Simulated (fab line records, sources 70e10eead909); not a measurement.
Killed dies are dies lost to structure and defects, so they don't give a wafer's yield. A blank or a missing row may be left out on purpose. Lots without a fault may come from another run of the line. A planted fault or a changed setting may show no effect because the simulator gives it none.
Chamber matching | flow nand_harc | NHARC_A_WL_FILL_ALD_19 on ald_metal-03: 4 sister chambers
The step deposits TiN, target thk 2 nm, pulse time 3 s, ald cycles 100. 4 wafers are shown with their chamber, then 8 later ones without.

WAFERS WITH THEIR CHAMBER
wafer  | chamber | heater_power_w (W)
L079.6 | 0       | 1156
L084.1 | 2       | 1124
L084.5 | 3       | 1147
L085.2 | 1       | 1195

WAFERS WITHOUT THEIR CHAMBER
wafer  | heater_power_w (W)
L085.3 | 1180
L085.6 | 1151
L089.2 | 1166
L089.3 | 1137
L089.6 | 1124
L091.2 | 1151
L091.3 | 1151
L091.4 | 1172

WHICH CHAMBER EACH WENT THROUGH
wafer  | from the rows above          | in truth
L085.3 | can't be placed: 1 or 0 or 3 | 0
L085.6 | can't be placed: 3 or 0      | 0
L089.2 | can't be placed: 0 or 3 or 1 | 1
L089.3 | can't be placed: 3 or 2 or 0 | 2
L089.6 | 2                            | 2
L091.2 | can't be placed: 3 or 0      | 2
L091.3 | can't be placed: 3 or 0      | 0
L091.4 | can't be placed: 0 or 1 or 3 | 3
Placed correctly: 1 of 8. Can't be placed from these rows: 7 (the true chamber is among the candidates in 6). Placed wrongly: 0.
How it was worked out, from the rows above alone: a wafer's distance from a chamber is the root of the sum, over the readings, of the square of ((its reading less the chamber's mean) divided by the reading's scatter). The wafer belongs to the nearest chamber; if the next one is less than 2 further off, it can't be placed. A chamber's mean is the mean of its shown wafers. The scatter: with one shown wafer a chamber, the root of the mean of the squares of how far each hidden wafer lies from its nearest shown one.
